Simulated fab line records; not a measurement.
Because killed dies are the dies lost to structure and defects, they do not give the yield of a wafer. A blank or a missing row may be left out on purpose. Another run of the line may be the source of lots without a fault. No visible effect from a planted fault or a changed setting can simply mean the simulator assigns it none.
Chamber matching | flow n5Finfet | 4 sister chambers for N5_BEOL_M7_ALD_77 on aldMetal-02
The step deposits TaN, target thk 2 nm, pulse time 2 s, purge time 3 s. 20 wafers are shown with their chamber, then 10 later ones without.

WAFERS WITH THEIR CHAMBER
wafer  | chamber | heaterPowerW (W) | susceptorTempC (C)
L076.1 | 1       | 400              | 275.12
L076.3 | 2       | 456              | 274.99
L076.6 | 2       | 441              | 275.07
L077.1 | 1       | 401              | 274.93
L077.3 | 2       | 440              | 274.71
L077.6 | 1       | 396              | 274.93
L078.3 | 0       | 445              | 274.70
L078.4 | 2       | 434              | 275.19
L078.5 | 0       | 434              | 274.79
L081.1 | 3       | 406              | 275.20
L081.2 | 1       | 401              | 274.95
L081.3 | 2       | 447              | 275.00
L081.4 | 0       | 451              | 275.17
L081.5 | 1       | 408              | 274.92
L081.6 | 2       | 443              | 274.98
L074.1 | 0       | 435              | 274.84
L074.5 | 2       | 453              | 275.33
L074.6 | 1       | 401              | 274.95
L089.2 | 2       | 444              | 274.91
L089.3 | 1       | 401              | 274.86

SIGNATURES (averages over the wafers above)
reading        | chamber 0 | chamber 1 | chamber 2 | chamber 3 | scatter within a chamber
heaterPowerW   | 441.25    | 401.14    | 444.75    | 406.00    | 6.28
susceptorTempC | 274.8750  | 274.9514  | 275.0225  | 275.2000  | 0.159
Rule: a wafer lies at a distance from a chamber equal to the root of the sum of squares, over the readings, of (its reading less the chamber's mean, divided by the reading's scatter). The wafer belongs to the nearest chamber; if the next one is less than 2 further off, it can't be placed. The scatter: take each reading less its chamber's mean, square it, sum over the shown wafers, divide by the number of wafers less the number of chambers, and take the root.

WAFERS MISSING THEIR CHAMBER
wafer  | heaterPowerW (W) | susceptorTempC (C)
L089.4 | 404              | 274.77
L090.1 | 411              | 275.01
L090.4 | 433              | 275.10
L090.5 | 440              | 274.76
L092.1 | 438              | 274.65
L092.2 | 409              | 274.82
L092.3 | 446              | 275.00
L092.4 | 397              | 275.22
L092.5 | 406              | 274.90
L092.6 | 444              | 275.09

WHICH CHAMBER EACH WENT THROUGH
wafer  | from the rows above     | in truth
L089.4 | can't be placed: 1 or 3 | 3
L090.1 | can't be placed: 3 or 1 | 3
L090.4 | can't be placed: 0 or 2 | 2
L090.5 | can't be placed: 0 or 2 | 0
L092.1 | can't be placed: 0 or 2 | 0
L092.2 | can't be placed: 1 or 3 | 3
L092.3 | can't be placed: 2 or 0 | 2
L092.4 | can't be placed: 3 or 1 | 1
L092.5 | can't be placed: 1 or 3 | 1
L092.6 | can't be placed: 2 or 0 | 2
Correctly placed: 0 of 10. From these rows, 10 cannot be placed; in 10 the true chamber is one of the candidates. Placed wrongly: 0.
